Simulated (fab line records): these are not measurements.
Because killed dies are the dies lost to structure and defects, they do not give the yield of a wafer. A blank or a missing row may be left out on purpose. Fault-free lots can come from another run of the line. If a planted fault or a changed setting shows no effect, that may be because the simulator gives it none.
The tool behind it: which one?	flow nand-harc	12 lots (36 wafers sampled), 1 step of a 1302-step route

== WHAT THE GAUGES READ, wafer by wafer ==
NHARC_P_ZERO_WELL_CD_MEAS_37 targets a cd of 720 nm.
lot	measured	on	cd-nm (nm)
L075	day 2 11:08	cd-sem-03	720.2 721.2 721.7
L077	day 3 05:58	cd-sem-03	718.3 718.1 718.4
L079	day 4 02:08	cd-sem-02	717.3 716.4 716.0
L081	day 4 22:00	cd-sem-01	714.5 717.2 716.4
L083	day 5 18:06	cd-sem-02	720.1 719.4 720.1
L085	day 6 14:08	cd-sem-03	720.0 718.2 716.7
L087	day 7 10:29	cd-sem-01	718.8 719.4 718.6
L089	day 8 06:15	cd-sem-02	718.4 717.8 718.8
L091	day 9 02:22	cd-sem-03	721.3 720.8 721.2
L093	day 9 23:23	cd-sem-02	720.4 719.0 719.2
L095	day 10 18:13	cd-sem-03	721.1 720.2 720.5
L097	day 11 13:58	cd-sem-01	718.6 719.3 720.3

== WHICH TOOL RAN EACH LOT (tool, then ch and the chambers of the sampled wafers, then the start) ==
There is no process step in the record ahead of these readings.

== THE ANSWER, worked out from the rows above alone ==
Rule: the usual values come from the lots themselves. Put in order of their means at a reading, lots are off if they are a third of the lots or fewer, leave a main group of 4 or more, and stand apart from it by a gap of 3 or more times the standard deviation of the main group's means; of several such gaps the widest counts. A main group is skipped when, at the precision printed for the reading in the tables above, its means are all equal. A lot without any number at a reading at which 4 lots or more have one is off too. The other lots that the step has rows for count as sound.
No lot is off on any of the readings shown, so nothing can be concluded from this.

== WHAT THE SIMULATOR PUT IN ==
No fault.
